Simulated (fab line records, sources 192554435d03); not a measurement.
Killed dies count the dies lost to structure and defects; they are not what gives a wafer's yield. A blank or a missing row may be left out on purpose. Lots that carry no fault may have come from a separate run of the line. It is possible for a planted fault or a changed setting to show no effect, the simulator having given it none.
A struck lot beside a sound one / flow n5Finfet / 15 steps out of a route of 1938
Sound: these wafers, L546.1, L546.5, L546.6. Struck: wafers L541.2, L541.3, L541.6. The cause comes at the end.
Each step with rows lists, per side, the tool, then ch with its chambers, then its first start. Under that, the readings that differ: sound wafers / struck wafers / difference of the means / sigmas: that difference in standard deviations of wafers without a fault.
alike: readings with means less than 2 such deviations apart, plus words and numbers identical on both sides. not compared: withheld readings, readings lacking a value on some wafer, bounds such as >300 that could conceal the same value, and numbers that have no deviation in the record and whose values overlap.
Wherever a step has rows on one side only, a row that says differs or no value, or a row with sigmas, the two part there. Numbers that don't overlap but have no deviation are shown without sigmas and don't part them. Lack of a reading on every wafer of one side parts them only where that side has two or more wafers.

first, 5 steps without rows for these wafers: N5_BEOL_M10_EBR_24; N5_BEOL_M10_SOFTBAKE_23 (time 60 s); N5_BEOL_M10_EXPOSE_25 (exposes mask V9); N5_BEOL_M10_PEB_26 (peb time 60 s); N5_BEOL_M10_DEVELOP_27 (develop time 30 s).
N5_BEOL_M10_CD_MEAS_28 targets a cd of 70 nm.
  sound on cdSem-02 ch 0, day 15 19:37; struck on cdSem-02 ch 0, day 14 12:55
reading=cdNm (nm); sound=70.2 71.1 71.1; struck=69.1 69.4 70.0; difference=-1.3; sigmas=-2
N5_BEOL_M10_OVL_MEAS_29:
  sound on overlay-02 ch 0, day 15 19:39; struck on overlay-02 ch 0, day 14 12:57
  alike: V9_OVL
N5_BEOL_M10_INSPECT_30: inspects for defects (brightfield).
  struck on defectInspect-01, day 14 12:58; sound on defectInspect-01, day 15 19:41
  alike: rawDefectCount
N5_BEOL_M10_DESCUM_33: chemistry O2, time 7.9 s.
  sound on rieDiel-01 ch 0,3, day 15 20:44; struck on rieDiel-04 ch 1,3, day 14 13:01
reading=showerheadPlenumPTorr (Torr); sound=2.03 2.09 2.03; struck=2.21 2.21 2.21; difference=+0.16; sigmas=+2
  alike: biasPowerW, drypumpMotorCurrentA, oesProductAu, rfVppV, throttleValvePct
  not compared: rfHoursCounterH
N5_BEOL_M10_ETCH_65: etches SiARC in CF4, target depth 39 nm, time 65 s.
  sound on rieDiel-01 ch 0,3, day 15 20:47; struck on rieDiel-04 ch 1,3, day 14 13:02
reading=showerheadPlenumPTorr (Torr); sound=2.08 2.14 2.08; struck=2.27 2.25 2.26; difference=+0.16; sigmas=+2
  alike: drypumpMotorCurrentA, etchRfOnTimeS, mfcArSccm, oesProductAu, rfFwdPowerW, rfVppV, throttleValvePct
  not compared: rfHoursCounterH
N5_BEOL_M10_ETCH_66: etches SOC in N2/H2, target depth 120 nm, overetch 24 nm, time 180 s.
  sound on rieDiel-01 ch 0,3, day 15 20:50; struck on rieDiel-04 ch 1,3, day 14 13:05
reading=rfVppV (V); sound=520.6 523.4 522.1; struck=529.0 528.5 528.1; difference=+6.5; sigmas=+2
reading=showerheadPlenumPTorr (Torr); sound=2.47 2.53 2.47; struck=2.69 2.69 2.69; difference=+0.20; sigmas=+2
  alike: drypumpMotorCurrentA, oesProductAu, rfFwdPowerW, throttleValvePct
  not compared: rfHoursCounterH
then, 1 step without rows for these wafers: N5_BEOL_M10_STRIP_69 (strips in N2/H2).
N5_BEOL_M10_VIA_ETCH_34: etches SiCOH lowk in C4F6/O2, target depth 184.5 nm, time 69.2 s.
  sound on rieDiel-01 ch 0,3, day 15 20:57; struck on rieDiel-04 ch 1,3, day 14 13:13
reading=oes_f_703_au (a.u.); sound=0.81 0.75 0.81; struck=0.63 0.58 0.63; difference=-0.18; sigmas=-3
reading=oes_o_777_au (a.u.); sound=0.82 0.75 0.81; struck=0.65 0.61 0.65; difference=-0.16; sigmas=-3
reading=rfFwdPowerW (W); sound=342.4 341.5 341.6; struck=260.8 258.6 261.5; difference=-81.5; sigmas=-63
reading=rfVppV (V); sound=658 666 657; struck=769 770 770; difference=+109; sigmas=+15
reading=showerheadPlenumPTorr (Torr); sound=2.77 2.84 2.77; struck=3.01 2.99 3.01; difference=+0.21; sigmas=+2
reading=model.etch.depthNm (nm); sound=186.8 184.8 188.6; struck=169.3 165 170.8; difference=-18.4; sigmas=
reading=model.SOC_of_BEOL_M10_COAT_63.thkNm (nm); sound=91.4 91.4 91.6; struck=92.2 92.4 92.6; difference=+0.9; sigmas=
  alike: drypumpMotorCurrentA, mfcArSccm, oes_ar_750_au, oesProductAu, throttleValvePct
  not compared: rfHoursCounterH
then, 1 step without rows for these wafers: N5_BEOL_M10_STRIP_73 (strips in C4F6/O2).
N5_PASSIVATION_PROBE_49:
  sound wafers here have rows in the record (prober-01, day 18 06:27); struck ones have none

== WHERE THEY PART ==
Earliest at N5_BEOL_M10_CD_MEAS_28; latest, in this record, at N5_PASSIVATION_PROBE_49.

WHY: what the simulator had put in
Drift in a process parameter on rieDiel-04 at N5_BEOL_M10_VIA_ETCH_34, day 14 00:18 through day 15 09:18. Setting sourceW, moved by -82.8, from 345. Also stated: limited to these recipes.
